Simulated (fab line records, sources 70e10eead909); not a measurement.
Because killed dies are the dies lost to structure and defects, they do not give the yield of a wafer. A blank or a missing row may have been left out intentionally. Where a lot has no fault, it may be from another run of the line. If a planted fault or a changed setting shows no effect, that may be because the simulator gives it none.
Shared-tool check || flow nand_harc || 1 lot, 1 wafer sampled

== WHAT PROMPTED THE OPENING ==
At NHARC_END_SORT_01 the reading killed_at_array is flagged on 1 of 1 lot. No-fault wafers: 61, standard deviation 26.
Rule: a lot is flagged when every wafer of it that has a number lies more than 4 standard deviations from that mean, or none has a number. The rest of the lots are taken to be sound.

{"lot": "L937", "measured": "day 31 17:04", "on": "prober-02", "killed_at_array, wafer by wafer": 174, "flag": "FLAGGED"}
Average over the flagged lots: 174; offset from the usual +113, equal to +4 standard deviations.

== WHICH TOOL EACH LOT WENT THROUGH ==
5 process steps preceding the reading are held in the record, out of 1302 steps in the route. In each cell: the tool, then ch and the chambers that the sampled wafers went through, then the start.
{"lot": "L937", "flag": "FLAGGED", "NHARC_A_CHANNEL_FILL_D1_ETCHBACK_19": "rie_si-04 ch 0, day 15 21:00", "NHARC_A_DECK1_JOINT_ETCHBACK_07": "rie_si-02 ch 3, day 17 00:58", "NHARC_A_DECK1_JOINT_ETCHBACK_00": "rie_si-05 ch 1, day 17 11:41", "NHARC_A_DECK1_JOINT_DEP_16": "pecvd-04 ch 2, day 18 10:24", "NHARC_A_ONON_D2_DEP_00": "pecvd_onon-04 ch 0, day 19 07:54"}
What these steps do:
- NHARC_A_CHANNEL_FILL_D1_ETCHBACK_19: etches the open film in HBr/Cl2, target depth 5 nm, time 1.7 s.
- NHARC_A_DECK1_JOINT_ETCHBACK_07: etches the open film in HBr, target depth 105 nm, time 26.9 s.
- NHARC_A_DECK1_JOINT_ETCHBACK_00: etches the open film in HBr, target depth 30 nm, time 17.4 s.
- NHARC_A_DECK1_JOINT_DEP_16: deposits SiO2, target thk 45 nm.
- NHARC_A_ONON_D2_DEP_00: target thk 1000 nm.
- NHARC_END_SORT_01

== FLAGGED AGAINST TOTAL, ONE TOOL AT A TIME (gauges that did the reading follow at the end) ==
{"step": "NHARC_A_CHANNEL_FILL_D1_ETCHBACK_19", "tool": "rie_si-04", "lots run": 1, "flagged": 1, "share of the flagged lots": "all", "sound lots run after its first flagged lot": 0}
{"step": "NHARC_A_DECK1_JOINT_ETCHBACK_07", "tool": "rie_si-02", "lots run": 1, "flagged": 1, "share of the flagged lots": "all", "sound lots run after its first flagged lot": 0}
{"step": "NHARC_A_DECK1_JOINT_ETCHBACK_00", "tool": "rie_si-05", "lots run": 1, "flagged": 1, "share of the flagged lots": "all", "sound lots run after its first flagged lot": 0}
{"step": "NHARC_A_DECK1_JOINT_DEP_16", "tool": "pecvd-04", "lots run": 1, "flagged": 1, "share of the flagged lots": "all", "sound lots run after its first flagged lot": 0}
{"step": "NHARC_A_ONON_D2_DEP_00", "tool": "pecvd_onon-04", "lots run": 1, "flagged": 1, "share of the flagged lots": "all", "sound lots run after its first flagged lot": 0}
{"step": "NHARC_END_SORT_01", "tool": "prober-02", "lots run": 1, "flagged": 1, "share of the flagged lots": "all", "sound lots run after its first flagged lot": 0}

== WHAT THE TABLE PERMITS ==
6 rows of the table ran every flagged lot: rie_si-04 at NHARC_A_CHANNEL_FILL_D1_ETCHBACK_19, rie_si-02 at NHARC_A_DECK1_JOINT_ETCHBACK_07, rie_si-05 at NHARC_A_DECK1_JOINT_ETCHBACK_00, pecvd-04 at NHARC_A_DECK1_JOINT_DEP_16, pecvd_onon-04 at NHARC_A_ONON_D2_DEP_00, prober-02 at NHARC_END_SORT_01.
- rie_si-04 at NHARC_A_CHANNEL_FILL_D1_ETCHBACK_19: 1 of its 1 lot flagged. It ran no sound lot before its first flagged lot in this sample, so the start can't be narrowed down.
- rie_si-02 at NHARC_A_DECK1_JOINT_ETCHBACK_07: 1 of its 1 lot flagged. It ran no sound lot before its first flagged lot in this sample, so the start can't be narrowed down.
- rie_si-05 at NHARC_A_DECK1_JOINT_ETCHBACK_00: 1 of its 1 lot flagged. It ran no sound lot before its first flagged lot in this sample, so the start can't be narrowed down.
- pecvd-04 at NHARC_A_DECK1_JOINT_DEP_16: 1 of its 1 lot flagged. It ran no sound lot before its first flagged lot in this sample, so the start can't be narrowed down.
- pecvd_onon-04 at NHARC_A_ONON_D2_DEP_00: 1 of its 1 lot flagged. It ran no sound lot before its first flagged lot in this sample, so the start can't be narrowed down.
- prober-02 at NHARC_END_SORT_01: 1 of its 1 lot flagged. It ran no sound lot before its first flagged lot in this sample, so the start can't be narrowed down.
These 6 tools cannot be told apart by counting lots, since each of them fits a fault that started at some hour. More lots, or a look at what each step does to the wafer, might.

== WHAT THE SIMULATOR PUT IN ==
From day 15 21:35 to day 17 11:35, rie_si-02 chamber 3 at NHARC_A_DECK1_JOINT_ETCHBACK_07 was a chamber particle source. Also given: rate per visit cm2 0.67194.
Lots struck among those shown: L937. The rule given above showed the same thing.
